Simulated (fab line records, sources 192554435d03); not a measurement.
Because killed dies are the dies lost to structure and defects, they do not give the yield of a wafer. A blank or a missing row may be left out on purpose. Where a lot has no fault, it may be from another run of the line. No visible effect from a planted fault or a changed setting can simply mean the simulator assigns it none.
Split-lot trial | flow n5_finfet | route with 1938 steps; 7 lots, 21 wafers read

== THE SPLIT ITSELF ==
At N5_BEOL_M9_ETCH_62 (etches SOC in N2/H2, target depth 110 nm, overetch 22 nm, time 165 s), the setting source_w was moved away from the recipe's 840 W on 6 of the 21 wafers read, by -9.6% to +17.2%. All remaining wafers had this setting at the recipe value.

The reading comes from the split's own step.

== THE READING ==
rf_vpp_V, in V, at N5_BEOL_M9_ETCH_62 (etches SOC in N2/H2, target depth 110 nm, overetch 22 nm, time 165 s). Typical for fault-free wafers on this fab line: 524.1 V, with standard deviation 1.9 V.

wafer  | tool, chamber at the split | source_w as run, W | against the recipe | rf_vpp_V, V | against lot-mates on the recipe
L079.3 | rie_diel-04, 3             | 840                | recipe             | 525.8       | -
L079.5 | rie_diel-04, 3             | 840                | recipe             | 524.8       | -
L079.6 | rie_diel-04, 0             | 840                | recipe             | 523.7       | -
L080.1 | rie_diel-04, 1             | 840                | recipe             | 526.4       | -
L080.5 | rie_diel-04, 0             | 840                | recipe             | 525.8       | -
L080.6 | rie_diel-04, 3             | 840                | recipe             | 525.9       | -
L087.1 | rie_diel-04, 2             | 984.5              | +17.2%             | 492.5       | -31.5
L087.4 | rie_diel-04, 3             | 840                | recipe             | 526.0       | -
L087.5 | rie_diel-04, 2             | 840                | recipe             | 521.9       | -
L086.1 | rie_diel-05, 0             | 840                | recipe             | 529.0       | -
L086.2 | rie_diel-05, 2             | 840                | recipe             | 523.2       | -
L086.3 | rie_diel-05, 1             | 840                | recipe             | 525.3       | -
L088.1 | rie_diel-01, 1             | 964.2              | +14.8%             | 500.4       | -22.1
L088.3 | rie_diel-01, 3             | 964.2              | +14.8%             | 497.2       | -25.3
L088.6 | rie_diel-01, 2             | 840                | recipe             | 522.5       | -
L089.2 | rie_diel-04, 2             | 840                | recipe             | 522.8       | -
L089.4 | rie_diel-04, 0             | 759.7              | -9.6%              | 542.3       | +18.5
L089.6 | rie_diel-04, 3             | 840                | recipe             | 524.7       | -
L093.4 | rie_diel-04, 0             | 914.9              | +8.9%              | 509.9       | -14.7
L093.5 | rie_diel-04, 3             | 914.9              | +8.9%              | 511.6       | -13.0
L093.6 | rie_diel-04, 0             | 840                | recipe             | 524.6       | -

FIT RESULTS
A straight line over all 21 wafers: rf_vpp_V changes by -1.78 V for each +1% of source_w; r = -0.99; the points scatter about the line by 1.8 V.
The same after taking each lot's own level away (the mean of its wafers on the recipe; 21 wafers): -1.71 V for each +1%; r = -0.99; scatter 1.7 V.
Per that fit: largest source_w move, reading shift of 29 V.
The span of the lots' own levels, 522.50 to 526.03 V, comes to 1.9 times the standard deviation stated above.
So the lot-to-lot level changes the slope little: the two slopes agree.
Check: -28.1 V against its lot-mates is what the line predicts for one of the wafers moved furthest among these (+17.2%) when that wafer is left out of the fit. Against them it came out at -31.5 V.
Tool readings at the split's step, against how far the setting was moved: rf_vpp_V r = -0.99.

== OTHER SPLITS APPLIED TO THESE WAFERS ==
Note: prior to the reading, these wafers also went through further splits. Each is held against what the fit with the lots' levels taken away leaves over:
other split on the same wafers | wafers away from the commonest value | r with rf_vpp_V (lot level and that fit taken away)
N5_BEOL_M6_COAT_22 spin_rpm    | 5                                    | -0.17
N5_BEOL_M7_COAT_05 spin_rpm    | 7                                    | +0.07
N5_BEOL_M8_ILD_DEP_00 time_s   | 7                                    | +0.07
N5_BEOL_M8_DEP_56 time_s       | 5                                    | +0.12
N5_BEOL_M9_COAT_60 spin_rpm    | 9                                    | -0.03
N5_BEOL_M9_EXPOSE_08 dose_mj   | 6                                    | +0.24

== FILE'S OWN FIT ==
rf_vpp_V changes by -1.74 V for each +1% of source_w, r = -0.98.
